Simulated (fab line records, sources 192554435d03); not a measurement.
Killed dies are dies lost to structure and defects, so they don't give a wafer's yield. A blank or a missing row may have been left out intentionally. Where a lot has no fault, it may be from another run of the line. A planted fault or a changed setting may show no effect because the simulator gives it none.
Which of the tools did it?	flow n5-finfet	24 lots with 72 wafers sampled at 6 steps, on a route of 1938 steps

WHAT THE GAUGES READ, wafer by wafer
No reading from a measuring or inspecting step in the record can be judged against a usual standard deviation.

WHICH TOOL RAN EACH LOT (tool, then ch and the chambers of the sampled wafers, then the start)
lot	N5_BEOL_M5_CURE_80	N5_BEOL_M5_SPUTTER_81	N5_BEOL_M5_CMP_52	N5_BEOL_M5_PRE_CLEAN_77	N5_BEOL_M5_DEP_56	N5_BEOL_M6_ETCH_61
L074	uv-cure-02 ch 1, day 7 17:49	pvd-sputter-03, day 7 20:06	cmp-02 ch 0,1,3, day 7 23:54	cvd-co-02 ch 1,2, day 8 00:12	pecvd-02 ch 0,2, day 8 00:21	rie-diel-03 ch 0,1,2, day 8 02:32
L075	uv-cure-01 ch 0, day 8 08:29	pvd-sputter-01, day 9 03:44	cmp-04 ch 0,2,3, day 9 07:35	cvd-co-02 ch 0,1, day 9 07:50	pecvd-02 ch 0,1, day 9 07:59	rie-diel-01 ch 1,2,3, day 9 09:38
L077	uv-cure-03 ch 2, day 8 10:38	pvd-sputter-03, day 8 12:50	cmp-04 ch 1,2, day 8 16:38	cvd-co-02 ch 0,1, day 8 16:56	pecvd-01 ch 0,1,2, day 8 17:06	rie-diel-03 ch 2,3, day 8 18:27
L078	uv-cure-03 ch 2, day 9 02:24	pvd-sputter-03, day 9 04:22	cmp-02 ch 0,1,3, day 9 08:08	cvd-co-02 ch 0,1,2, day 9 08:57	pecvd-02 ch 0,1,2, day 9 09:06	rie-diel-03 ch 0,1,2, day 9 11:52
L076	uv-cure-03 ch 0, day 9 07:26	pvd-sputter-03, day 9 09:39	cmp-03 ch 1,2, day 9 13:37	cvd-co-02 ch 0,1, day 9 13:56	pecvd-03 ch 0,1,2, day 9 14:06	rie-diel-03 ch 1,2, day 9 16:32
L080	uv-cure-01 ch 1, day 9 16:10	pvd-sputter-03, day 9 18:41	cmp-03 ch 0,2,3, day 9 22:27	cvd-co-01 ch 0,1,2, day 9 22:47	pecvd-02 ch 0,2, day 9 22:56	rie-diel-04 ch 1,3, day 10 02:10
L079	uv-cure-03 ch 0, day 9 19:28	pvd-sputter-03, day 9 23:17	cmp-04 ch 0,2,3, day 10 03:15	cvd-co-02 ch 0,2, day 10 03:31	pecvd-02 ch 0,1,2, day 10 03:40	rie-diel-03 ch 1,2, day 10 06:04
L081	uv-cure-02 ch 2, day 10 14:33	pvd-sputter-03, day 10 18:07	cmp-03 ch 2,3, day 10 21:52	cvd-co-01 ch 0,1,2, day 10 22:12	pecvd-01 ch 1,2, day 10 22:22	rie-diel-01 ch 0,3, day 11 01:32
L083	uv-cure-02 ch 2, day 10 20:27	pvd-sputter-02, day 10 22:51	cmp-03 ch 1,2, day 11 02:37	cvd-co-02 ch 0,1,2, day 11 03:00	pecvd-03 ch 0,1, day 11 03:10	rie-diel-04 ch 2,3, day 11 07:31
L084	uv-cure-03 ch 0, day 10 20:40	pvd-sputter-03, day 10 22:52	cmp-02 ch 0,3, day 11 02:37	cvd-co-01 ch 0,2, day 11 03:00	pecvd-01 ch 1,2, day 11 03:10	rie-diel-04 ch 1,3, day 11 07:46
L085	uv-cure-03 ch 1, day 11 01:01	pvd-sputter-01, day 11 03:29	cmp-04 ch 2,3, day 11 07:15	cvd-co-01 ch 0,1,2, day 11 07:35	pecvd-02 ch 0,2, day 11 07:44	rie-diel-04 ch 1,2, day 11 11:08
L082	uv-cure-01 ch 1, day 11 01:30	pvd-sputter-03, day 11 03:30	cmp-02 ch 1,2,3, day 11 07:25	cvd-co-01 ch 0,1,2, day 11 07:44	pecvd-03 ch 1,2, day 11 07:54	rie-diel-03 ch 1,2,3, day 11 10:50
L086	uv-cure-02 ch 1, day 11 12:38	pvd-sputter-03, day 11 14:40	cmp-02 ch 0,1,2, day 11 18:28	cvd-co-01 ch 0,2, day 11 18:46	pecvd-01 ch 0,1, day 11 18:55	rie-diel-04 ch 1,2,3, day 11 22:10
L088	uv-cure-02 ch 1, day 11 19:02	pvd-sputter-01, day 11 21:31	cmp-04 ch 1,2,3, day 12 01:25	cvd-co-01 ch 0,1, day 12 01:42	pecvd-02 ch 1,2, day 12 01:52	rie-diel-01 ch 1,3, day 12 06:29
L087	uv-cure-02 ch 1, day 11 19:35	pvd-sputter-03, day 11 22:16	cmp-02 ch 0,1,2, day 12 02:10	cvd-co-01 ch 0,1, day 12 02:27	pecvd-01 ch 0,2, day 12 02:37	rie-diel-01 ch 0,2,3, day 12 06:44
L089	uv-cure-02 ch 1, day 12 00:44	pvd-sputter-02, day 12 03:05	cmp-02 ch 1,2,3, day 12 06:54	cvd-co-01 ch 0,1, day 12 07:13	pecvd-02 ch 0,2, day 12 07:22	rie-diel-01 ch 1,2,3, day 12 09:46
L090	uv-cure-03 ch 0, day 12 09:35	pvd-sputter-01, day 12 11:59	cmp-02 ch 1,2,3, day 12 15:47	cvd-co-01 ch 0,1,2, day 12 16:05	pecvd-03 ch 0,1,2, day 12 16:14	rie-diel-03 ch 1,2,3, day 12 18:35
L092	uv-cure-01 ch 1, day 12 21:25	pvd-sputter-03, day 12 23:46	cmp-03 ch 0,1,3, day 13 03:59	cvd-co-02 ch 0,1,2, day 13 04:19	pecvd-03 ch 0,1,2, day 13 04:28	rie-diel-04 ch 1,3, day 13 06:14
L091	uv-cure-01 ch 1, day 13 00:48	pvd-sputter-01, day 13 03:06	cmp-02 ch 0,2, day 13 06:52	cvd-co-01 ch 0,1, day 13 07:11	pecvd-02 ch 0,1, day 13 07:21	rie-diel-01 ch 2,3, day 13 11:21
L093	uv-cure-01 ch 2, day 13 04:22	pvd-sputter-03, day 13 07:13	cmp-02 ch 1,2,3, day 13 11:00	cvd-co-02 ch 0,1,2, day 13 11:18	pecvd-02 ch 1,2, day 13 11:27	rie-diel-04 ch 0,1, day 13 14:38
L094	uv-cure-02 ch 2, day 13 04:23	pvd-sputter-02, day 13 07:17	cmp-03 ch 1,3, day 13 11:05	cvd-co-02 ch 1,2, day 13 11:25	pecvd-01 ch 0,1,2, day 13 11:34	rie-diel-03 ch 1,2, day 13 14:47
L095	uv-cure-01 ch 2, day 13 17:34	pvd-sputter-02, day 13 19:42	cmp-02 ch 1,2,3, day 13 23:47	cvd-co-01 ch 1,2, day 14 00:03	pecvd-02 ch 0,1, day 14 00:13	rie-diel-01 ch 0,2,3, day 14 03:45
L096	uv-cure-02 ch 2, day 13 21:24	pvd-sputter-01, day 13 23:37	cmp-03 ch 1,3, day 14 03:25	cvd-co-01 ch 0,1,2, day 14 03:43	pecvd-02 ch 1,2, day 14 03:52	rie-diel-04 ch 0,1,3, day 14 05:28
L097	uv-cure-01 ch 2, day 14 00:53	pvd-sputter-02, day 14 03:11	cmp-02 ch 0,1,2, day 14 06:57	cvd-co-02 ch 0,2, day 14 07:17	pecvd-02 ch 0,1, day 14 07:26	rie-diel-01 ch 1,2,3, day 14 10:10
- N5_BEOL_M5_CURE_80: cures SiCOH lowk, time 120 s.
- N5_BEOL_M5_SPUTTER_81: material Cu, target thk 15 nm, time 27.62 s.
- N5_BEOL_M5_CMP_52: polishes, stops on SiCOH lowk, t overpolish 6.9 s, target thk 62 nm.
- N5_BEOL_M5_PRE_CLEAN_77: time 15 s.
- N5_BEOL_M5_DEP_56: deposits SiCN from 3MS/NH3, target thk 8 nm, time 14 s.
- N5_BEOL_M6_ETCH_61: etches SiARC in CF4, target depth 45.5 nm, time 75.8 s.

WHAT THE TOOLS THEMSELVES READ (means of the sampled wafers that have a number; where no wafer has one, the mark that the record gives instead)
N5_BEOL_M5_CURE_80. Usual: lamp-power-pct 52.31 %, standard deviation 0.055; wafer_temp_C_max 371.7, standard deviation 0.7.
lot	tool	lamp-power-pct (%)	wafer_temp_C_max	flag
L074	uv-cure-02	52.30	372.2	
L075	uv-cure-01	52.34	371.1	
L077	uv-cure-03	52.31	372.2	
L078	uv-cure-03	52.30	372.1	
L076	uv-cure-03	52.31	371.2	
L080	uv-cure-01	52.34	370.9	
L079	uv-cure-03	52.36	371.1	
L081	uv-cure-02	52.34	371.7	
L083	uv-cure-02	52.29	371.8	
L084	uv-cure-03	52.33	371.3	
L085	uv-cure-03	52.27	372.0	
L082	uv-cure-01	52.29	371.0	
L086	uv-cure-02	52.30	372.5	
L088	uv-cure-02	52.33	372.5	
L087	uv-cure-02	52.32	372.7	
L089	uv-cure-02	52.29	372.3	
L090	uv-cure-03	52.32	371.0	
L092	uv-cure-01	52.31	371.2	
L091	uv-cure-01	52.24	370.7	
L093	uv-cure-01	52.28	370.9	
L094	uv-cure-02	52.31	371.8	
L095	uv-cure-01	52.34	371.7	
L096	uv-cure-02	52.29	371.5	
L097	uv-cure-01	52.34	371.2	

N5_BEOL_M5_SPUTTER_81. Usual: throttle-valve-pct reads 29.5 % (standard deviation 1.1).
lot	tool	throttle-valve-pct (%)	flag
L074	pvd-sputter-03	29.0	
L075	pvd-sputter-01	29.7	
L077	pvd-sputter-03	30.0	
L078	pvd-sputter-03	29.7	
L076	pvd-sputter-03	28.4	
L080	pvd-sputter-03	28.6	
L079	pvd-sputter-03	29.0	
L081	pvd-sputter-03	30.3	
L083	pvd-sputter-02	29.2	
L084	pvd-sputter-03	29.7	
L085	pvd-sputter-01	29.9	
L082	pvd-sputter-03	30.1	
L086	pvd-sputter-03	29.6	
L088	pvd-sputter-01	30.1	
L087	pvd-sputter-03	28.9	
L089	pvd-sputter-02	29.2	
L090	pvd-sputter-01	30.0	
L092	pvd-sputter-03	30.2	
L091	pvd-sputter-01	30.6	
L093	pvd-sputter-03	29.2	
L094	pvd-sputter-02	29.1	
L095	pvd-sputter-02	29.8	
L096	pvd-sputter-01	30.9	
L097	pvd-sputter-02	29.7	

N5_BEOL_M5_CMP_52. Usual: barrier-field-endpoint-s 24.6 s, standard deviation 0.52; head-pressure-psi 1.0001 psi, standard deviation 0.0022; motor-current-A 6.0 A, standard deviation 0.71; overpolish-run-s 6.900 s, standard deviation 0.0092; platen-rpm 50.00 rpm, standard deviation 0.041; retaining-ring-pressure-frac 0.999, standard deviation 0.0048; slurry-flow-ml-min 149.9, standard deviation 0.45; time-to-endpoint-s 62.5 s, standard deviation 2.5.
lot	tool	barrier-field-endpoint-s (s)	head-pressure-psi (psi)	motor-current-A (A)	overpolish-run-s (s)	platen-rpm (rpm)	retaining-ring-pressure-frac	slurry-flow-ml-min	time-to-endpoint-s (s)	flag
L074	cmp-02	24.2	1.0019	6.4	6.898	50.00	0.993	150.2	61.0	
L075	cmp-04	24.5	0.9993	5.7	6.906	50.00	1.005	149.6	62.7	
L077	cmp-04	24.6	1.0009	6.8	6.895	50.00	1.000	149.8	62.6	
L078	cmp-02	24.1	1.0013	6.3	6.906	49.99	1.000	150.1	63.7	
L076	cmp-03	24.0	1.0004	5.2	6.904	50.01	1.001	149.5	63.1	
L080	cmp-03	24.5	1.0002	6.3	6.904	50.04	0.998	150.1	61.7	
L079	cmp-04	25.1	1.0017	5.7	6.901	49.99	0.996	150.2	63.2	
L081	cmp-03	24.8	1.0000	5.8	6.899	49.95	1.001	150.3	64.1	
L083	cmp-03	24.5	1.0007	5.3	6.900	49.98	0.994	150.4	64.7	
L084	cmp-02	24.4	1.0022	6.3	6.904	49.98	0.996	149.7	60.9	
L085	cmp-04	25.3	0.9997	5.9	6.903	49.96	0.997	150.3	63.6	
L082	cmp-02	24.9	1.0012	6.2	6.903	50.02	1.001	149.6	63.0	
L086	cmp-02	24.9	1.0012	5.8	6.897	49.97	0.997	150.2	61.6	
L088	cmp-04	25.6	0.9995	6.4	6.884	50.00	0.996	150.3	65.3	
L087	cmp-02	24.4	0.9999	5.7	6.901	49.96	0.995	150.0	64.0	
L089	cmp-02	24.6	0.9997	6.1	6.895	50.01	1.001	150.0	65.7	
L090	cmp-02	24.3	0.9981	6.2	6.898	50.01	0.998	149.5	65.1	
L092	cmp-03	24.4	1.0011	6.1	6.900	49.98	1.000	149.8	60.4	
L091	cmp-02	24.6	1.0009	5.7	6.899	50.00	0.999	149.9	60.3	
L093	cmp-02	24.8	1.0024	6.4	6.901	50.01	1.000	150.1	60.8	
L094	cmp-03	24.1	1.0034	5.6	6.900	50.01	1.004	149.8	60.1	
L095	cmp-02	24.4	1.0003	6.4	6.894	50.01	1.002	149.8	60.2	
L096	cmp-03	24.0	0.9991	6.2	6.901	50.01	1.001	149.6	59.6	
L097	cmp-02	24.6	1.0003	5.6	6.908	49.99	1.001	149.6	63.0	

N5_BEOL_M5_PRE_CLEAN_77. Usual: heater-power-w reads 70 W (standard deviation 17).
lot	tool	heater-power-w (W)	flag
L074	cvd-co-02	62	
L075	cvd-co-02	82	
L077	cvd-co-02	66	
L078	cvd-co-02	77	
L076	cvd-co-02	82	
L080	cvd-co-01	63	
L079	cvd-co-02	93	
L081	cvd-co-01	63	
L083	cvd-co-02	78	
L084	cvd-co-01	60	
L085	cvd-co-01	63	
L082	cvd-co-01	64	
L086	cvd-co-01	60	
L088	cvd-co-01	71	
L087	cvd-co-01	74	
L089	cvd-co-01	71	
L090	cvd-co-01	63	
L092	cvd-co-02	77	
L091	cvd-co-01	73	
L093	cvd-co-02	78	
L094	cvd-co-02	63	
L095	cvd-co-01	67	
L096	cvd-co-01	65	
L097	cvd-co-02	92	

N5_BEOL_M5_DEP_56. Usual: showerhead-plenum-p-Torr 3.663 Torr, standard deviation 0.015; throttle-valve-pct 9.0 %, standard deviation 0.45.
lot	tool	showerhead-plenum-p-Torr (Torr)	throttle-valve-pct (%)	flag
L074	pecvd-02	3.660	8.7	
L075	pecvd-02	3.659	9.3	
L077	pecvd-01	3.670	9.1	
L078	pecvd-02	3.663	9.0	
L076	pecvd-03	3.648	8.8	
L080	pecvd-02	3.643	9.1	
L079	pecvd-02	3.662	9.0	
L081	pecvd-01	3.675	9.1	
L083	pecvd-03	3.664	8.7	
L084	pecvd-01	3.669	9.1	
L085	pecvd-02	3.664	8.8	
L082	pecvd-03	3.657	8.7	
L086	pecvd-01	3.667	9.1	
L088	pecvd-02	3.671	9.1	
L087	pecvd-01	3.668	9.1	
L089	pecvd-02	3.648	9.3	
L090	pecvd-03	3.655	9.0	
L092	pecvd-03	3.653	8.9	
L091	pecvd-02	3.663	9.4	
L093	pecvd-02	3.672	9.1	
L094	pecvd-01	3.676	9.2	
L095	pecvd-02	3.653	9.5	
L096	pecvd-02	3.670	8.5	
L097	pecvd-02	3.651	9.5	

N5_BEOL_M6_ETCH_61. Usual: drypump-motor-current-A 5.9 A, standard deviation 0.4; etch-rf-on-time-s 76.0 s, standard deviation 1.1; oes-product-au 0.67 a.u., standard deviation 0.082; rf-vpp-V 184.1 V, standard deviation 0.97; showerhead-plenum-p-Torr 2.15 Torr, standard deviation 0.05; throttle-valve-pct 15.69 %, standard deviation 0.23.
lot	tool	drypump-motor-current-A (A)	etch-rf-on-time-s (s)	oes-product-au (a.u.)	rf-vpp-V (V)	showerhead-plenum-p-Torr (Torr)	throttle-valve-pct (%)	flag
L074	rie-diel-03	5.8	77.8	0.58	183.5	2.15	15.79	
L075	rie-diel-01	6.2	75.7	0.65	184.4	2.15	15.69	
L077	rie-diel-03	6.1	77.3	0.59	183.6	2.11	15.77	
L078	rie-diel-03	5.8	75.7	0.68	183.5	2.14	15.65	
L076	rie-diel-03	5.9	75.4	0.76	183.3	2.11	15.61	
L080	rie-diel-04	5.9	75.0	0.75	184.7	2.15	15.48	
L079	rie-diel-03	5.9	76.2	0.74	183.6	2.11	15.61	
L081	rie-diel-01	6.4	75.4	0.71	184.8	2.23	15.69	
L083	rie-diel-04	5.5	75.2	0.66	183.3	2.11	15.74	
L084	rie-diel-04	5.9	75.1	0.73	183.5	2.14	15.52	
L085	rie-diel-04	5.5	76.3	0.63	183.9	2.19	15.92	
L082	rie-diel-03	6.0	76.7	0.73	183.7	2.11	15.55	
L086	rie-diel-04	5.6	75.1	0.67	185.0	2.15	15.74	
L088	rie-diel-01	6.4	75.5	0.63	184.6	2.13	15.87	
L087	rie-diel-01	6.1	75.4	0.68	184.7	2.19	15.66	
L089	rie-diel-01	6.2	75.2	0.64	184.0	2.14	15.74	
L090	rie-diel-03	6.0	75.4	0.72	184.3	2.10	15.58	
L092	rie-diel-04	5.8	76.5	0.66	184.2	2.17	15.73	
L091	rie-diel-01	5.9	78.0	0.63	184.8	2.14	15.63	
L093	rie-diel-04	5.6	75.9	0.68	184.6	2.17	15.70	
L094	rie-diel-03	5.9	76.2	0.70	183.7	2.10	15.65	
L095	rie-diel-01	6.1	75.7	0.66	184.2	2.18	15.70	
L096	rie-diel-04	5.7	76.6	0.71	184.2	2.13	15.52	
L097	rie-diel-01	6.2	75.8	0.63	184.7	2.13	15.78	

THE ANSWER, worked out from the rows above alone
Rule: a lot is off if the mean of its wafers that have a number lies more than 3 standard deviations from the usual mean. Also off: a lot with no number at a reading for which 4 or more lots have one. Any other lot the step has rows for is counted as sound. The gauges are gone through in route order, then the tools' own readings, and for those a lot's mean is taken as printed above. The first step at which some lot is off is used, and at that step the reading that is off furthest; a lot without a number counts as furthest.
No lot is off at any reading shown: from this, nothing can be told.

WHAT WAS PUT IN BY THE SIMULATOR
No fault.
